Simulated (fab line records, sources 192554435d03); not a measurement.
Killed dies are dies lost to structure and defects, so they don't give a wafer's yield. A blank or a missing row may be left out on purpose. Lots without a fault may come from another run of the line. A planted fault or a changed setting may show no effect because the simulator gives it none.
A struck lot beside a sound one | flow n5_finfet | 27 steps out of a route of 1938
Sound: wafers L294.1, L294.2, L294.4. Struck: wafers L291.1, L291.3, L291.5. The cause comes at the end.
At each step with rows: each side's tool, then ch and its chambers, then its first start. Under that, the readings that differ: sound wafers | struck wafers | difference of the means | sigmas: that difference in standard deviations of wafers without a fault.
alike: readings whose means differ by less than 2 such deviations, and words and numbers that are the same on both sides. not compared: withheld readings, readings that some wafer has no value for, bounds like >300 that may hide the same value, and numbers for which the record gives no deviation and whose values overlap.
The two part at a step that has a row with sigmas, a row that says differs or no value, or rows on one side only. Numbers that don't overlap but have no deviation are shown without sigmas and don't part them. A reading that every wafer of one side lacks parts them only if that side has two wafers or more.

first, 10 steps without rows for these wafers: N5_BEOL_M2_DESCUM_16 (chemistry O2, time 7 s); N5_BEOL_M2_ETCH_74 (etches underlayer in N2/H2, target depth 6.5 nm, time 5.2 s); N5_BEOL_M2_ETCH_63 (etches SiARC in CF4, target depth 15.6 nm, time 26 s); N5_BEOL_M2_ETCH_64 (etches SOC in N2/H2, target depth 75 nm, overetch 22.5 nm, time 121.9 s); N5_BEOL_M2_STRIP_65 (strips in N2/H2); N5_BEOL_M2_STRIP_75 (strips in N2/H2); N5_BEOL_M2_STRIP_66 (strips in CF4); N5_BEOL_M2_HM_OPEN_17 (chemistry Cl2/BCl3, target TiN, target depth 20 nm, overetch 6 nm); N5_BEOL_M2_STRIP_19 (strips in O2); N5_BEOL_M2_COAT_67 (time 60 s, resist thk 60 nm).
N5_BEOL_M2_COAT_68: time 60 s, resist thk 12 nm.
  sound on litho_track-02 ch 0, day 12 11:59; struck on litho_track-03 ch 0, day 11 00:06
  reading                                    | sound                | struck               | difference | sigmas
  spin_speed_rpm (rpm)                       | 1498.3 1497.1 1498.6 | 1688.1 1686.9 1688.2 | +189.7     | +99 or more
  model.SiARC_of_BEOL_M2_COAT_68.thk_nm (nm) | 12 12 12             | 11.4 11.4 11.4       | -0.6       |
  alike: chill_plate_temp_C
then, 9 steps without rows for these wafers: N5_BEOL_M2_COAT_76 (time 60 s, resist thk 5 nm); N5_BEOL_M2_COAT_22 (resist thk 30 nm); N5_BEOL_M2_EBR_24; N5_BEOL_M2_SOFTBAKE_23 (time 60 s); N5_BEOL_M2_EXPOSE_25 (exposes mask V1, defocus 5 nm); N5_BEOL_M2_PEB_26 (peb time 60 s); N5_BEOL_M2_DEVELOP_27 (develop time 30 s); N5_BEOL_M2_DESCUM_33 (chemistry O2, time 7 s); N5_BEOL_M2_ETCH_77 (etches underlayer in N2/H2, target depth 6.5 nm, time 5.2 s).
N5_BEOL_M2_ETCH_69: etches SiARC in CF4, target depth 15.6 nm, time 26 s.
  sound on rie_diel-04 ch 0,1,3, day 12 12:47; struck on rie_diel-03 ch 0,2,3, day 11 00:34
  reading                                      | sound             | struck            | difference | sigmas
  etch_rf_on_time_s (s)                        | 26.9 25.2 26.4    | 25.1 24.4 25.4    | -1.2       | -2
  throttle_valve_pct (%)                       | 15.52 15.03 15.45 | 15.75 15.67 16.15 | +0.52      | +2
  model.etch.depth_nm (nm)                     | 12.05 12.03 12.01 | 11.36 11.33 11.34 | -0.69      |
  model.CAR-EUV_of_BEOL_M2_COAT_22.thk_nm (nm) | 11.2 11 11.2      | 11.6 11.8 11.6    | +0.5       |
  alike: drypump_motor_current_A, oes_product_au, rf_vpp_V, showerhead_plenum_p_Torr
  not compared: rf_hours_counter_h
then, 1 step without rows for these wafers: N5_BEOL_M2_ALD_98 (deposits SiO2, target thk 2.5 nm, pulse time 1 s, co reactant pulse time 1 s).
N5_BEOL_M2_ETCHBACK_99: etches SiO2 in CHF3, target depth 5 nm, time 10.4 s.
  sound on rie_diel-05 ch 1,2, day 12 17:50; struck on rie_diel-05 ch 1,2,3, day 11 06:18
  reading                                      | sound          | struck   | difference | sigmas
  model.CAR-EUV_of_BEOL_M2_COAT_22.thk_nm (nm) | 10.4 10.2 10.4 | 11 11 11 | +1         |
  alike: drypump_motor_current_A, oes_ar_750_au, oes_product_au, rf_vpp_V, showerhead_plenum_p_Torr, throttle_valve_pct
  not compared: rf_hours_counter_h
N5_BEOL_M2_ETCH_70: etches SOC in N2/H2, target depth 80 nm, overetch 24 nm, time 130 s.
  sound on rie_diel-05 ch 1,2, day 12 17:52; struck on rie_diel-05 ch 1,2,3, day 11 06:20
  alike: drypump_motor_current_A, oes_product_au, rf_vpp_V, showerhead_plenum_p_Torr, throttle_valve_pct
  not compared: rf_hours_counter_h, model.SiARC_of_BEOL_M2_COAT_68.thk_nm
then, 1 step without rows for these wafers: N5_BEOL_M2_STRIP_71 (strips in N2/H2).
N5_BEOL_M4_RC_MEAS_101:
  sound on prober-02 ch 0, day 13 23:39; struck on prober-02 ch 0, day 12 18:11
  alike: DIBL_N, DIBL_P, IOFF_N, IOFF_P, ION_N, ION_P, SS_N, SS_P, VT_N, VT_P
then, 1 step without rows for these wafers: N5_PASSIVATION_PROBE_49.

WHERE THEY PART
First at N5_BEOL_M2_COAT_68; last, within this record, at N5_BEOL_M2_ETCH_69. Later steps at which nothing parts them and some readings are alike: N5_BEOL_M2_ETCHBACK_99, N5_BEOL_M2_ETCH_70, N5_BEOL_M4_RC_MEAS_101.

WHY: what the simulator had put in
Process parameter drift: litho_track-03, from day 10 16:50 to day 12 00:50, at N5_BEOL_M2_COAT_68. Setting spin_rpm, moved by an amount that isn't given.
